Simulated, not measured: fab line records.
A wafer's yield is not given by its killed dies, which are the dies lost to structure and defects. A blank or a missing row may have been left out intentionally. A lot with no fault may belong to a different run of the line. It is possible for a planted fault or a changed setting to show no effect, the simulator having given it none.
A struck lot beside a sound one + flow n5_finfet + 14 steps out of a route of 1938
Sound: these wafers, L644.3, L644.4, L644.6. Struck: wafers L645.1, L645.3, L645.6. The cause is named last.
Per side, at each step with rows, come the tool, then ch with its chambers, and then its first start. Under that, the readings that differ: sound wafers + struck wafers + difference of the means + sigmas: that difference in standard deviations of wafers without a fault.
alike: readings whose means differ by less than 2 such deviations, and words and numbers that are the same on both sides. not compared: withheld readings, readings that some wafer has no value for, bounds like >300 that may hide the same value, and numbers for which the record gives no deviation and whose values overlap.
The two part at a step that has a row with sigmas, a row that says differs or no value, or rows on one side only. Numbers that have no deviation but don't overlap get no sigmas and don't part them. A reading that every wafer of one side lacks parts them only if that side has two wafers or more.

N5_BEOL_M4_PRE_CLEAN_60: time 15 s.
  sound on cvd_co-01 ch 0,2, day 8 05:47; struck on cvd_co-01 ch 0,1,2, day 8 17:10
  alike: heater_power_outer_w, heater_power_w
  not compared: susceptor_temp_C
N5_BEOL_M4_CO_CAP_55: material Co, precursor CCTBA/H2, target thk 2 nm, time 102.1 s.
  sound on cvd_co-01 ch 0,2, day 8 05:49; struck on cvd_co-01 ch 0,1,2, day 8 17:13
  alike: heater_power_outer_w, heater_power_w, susceptor_temp_C
then, 2 steps without rows for these wafers: N5_BEOL_M4_PRE_CLEAN_56 (time 15 s); N5_BEOL_M4_DEP_57 (deposits SiCN from 3MS/NH3, target thk 8 nm, time 14 s).
N5_BEOL_M4_RS_MEAS_58: measures by four-point-probe.
  sound on film_metro-01 at day 8 06:01; struck on film_metro-01 at day 8 17:23
  alike: M4_RS
N5_BEOL_M4_INSPECT_59: inspects for defects (darkfield).
  sound on defect_inspect-01 at day 8 06:02; struck on defect_inspect-02 at day 8 17:25
  alike: raw_defect_count
N5_BEOL_M4_RC_MEAS_101:
  sound on prober-02 ch 0, day 8 06:23; struck on prober-01 ch 0, day 8 17:27
  alike: DIBL_N, DIBL_P, IOFF_N, IOFF_P, ION_N, ION_P, SS_N, SS_P, VT_N, VT_P
then, 1 step without rows for these wafers: N5_BEOL_M5_ILD_DEP_00 (deposits SiCOH lowk from DEMS/porogen, target thk 140.64 nm, time 25.9 s).
N5_BEOL_M5_CURE_79: cures SiCOH lowk, time 240 s.
  sound on uv_cure-03 ch 1, day 8 07:15; struck on uv_cure-01 ch 2, day 8 18:31
| reading          | sound             | struck            | difference | sigmas |
|------------------|-------------------|-------------------|------------|--------|
| wafer_temp_C_max | 387.8 387.8 387.9 | 386.1 386.3 386.3 | -1.6       | -3     |
  alike: lamp_power_pct
N5_BEOL_M5_THK_MEAS_01:
  sound on film_metro-01 at day 8 07:36; struck on film_metro-02 at day 8 19:01
  alike: M5_ILD_THK
N5_BEOL_M5_PECVD_70: deposits SiO2 from TEOS/O2, target thk 16 nm, time 18 s.
  sound on pecvd-03 ch 0,1, day 8 07:38; struck on pecvd-04 ch 0,2, day 8 19:04
| reading                | sound                | struck               | difference | sigmas |
|------------------------|----------------------|----------------------|------------|--------|
| susceptor_temp_C (C)   | 400.29 400.50 400.19 | 399.77 399.87 400.05 | -0.43      | -2     |
| throttle_valve_pct (%) | 22.8 23.0 24.5       | 20.8 21.8 20.8       | -2.3       | -2     |
  alike: heater_power_outer_w, heater_power_w, showerhead_plenum_p_Torr
N5_BEOL_M5_HM_DEP_02: deposits TiN, target thk 20 nm.
  sound on pvd_sputter-02 at day 8 10:36; struck on pvd_sputter-03 at day 8 20:55
| reading              | sound             | struck            | difference | sigmas |
|----------------------|-------------------|-------------------|------------|--------|
| susceptor_temp_C (C) | 25.01 24.82 24.88 | 25.01 25.12 25.34 | +0.25      | +3     |
  alike: throttle_valve_pct
N5_BEOL_M5_COAT_59: time 60 s, resist thk 60 nm.
  sound on litho_track-05 ch 0, day 8 10:43; struck on litho_track-05 ch 0, day 8 21:02
| reading                  | sound                | struck               | difference | sigmas |
|--------------------------|----------------------|----------------------|------------|--------|
| heater_power_total_W (W) | 498.5 501.7 498.5    | 507.7 503.8 508.8    | +7.2       | +4     |
| plate_temp_C (C)         | 250.09 250.16 250.03 | 252.97 252.92 252.86 | +2.82      | +20    |
  alike: resist_line_temp_C
then, 1 step without rows for these wafers: N5_BEOL_M5_COAT_60 (time 60 s, resist thk 12 nm).

## WHERE THEY PART
Earliest at N5_BEOL_M5_CURE_79; latest, in this record, at N5_BEOL_M5_COAT_59.

WHY: what the simulator had put in
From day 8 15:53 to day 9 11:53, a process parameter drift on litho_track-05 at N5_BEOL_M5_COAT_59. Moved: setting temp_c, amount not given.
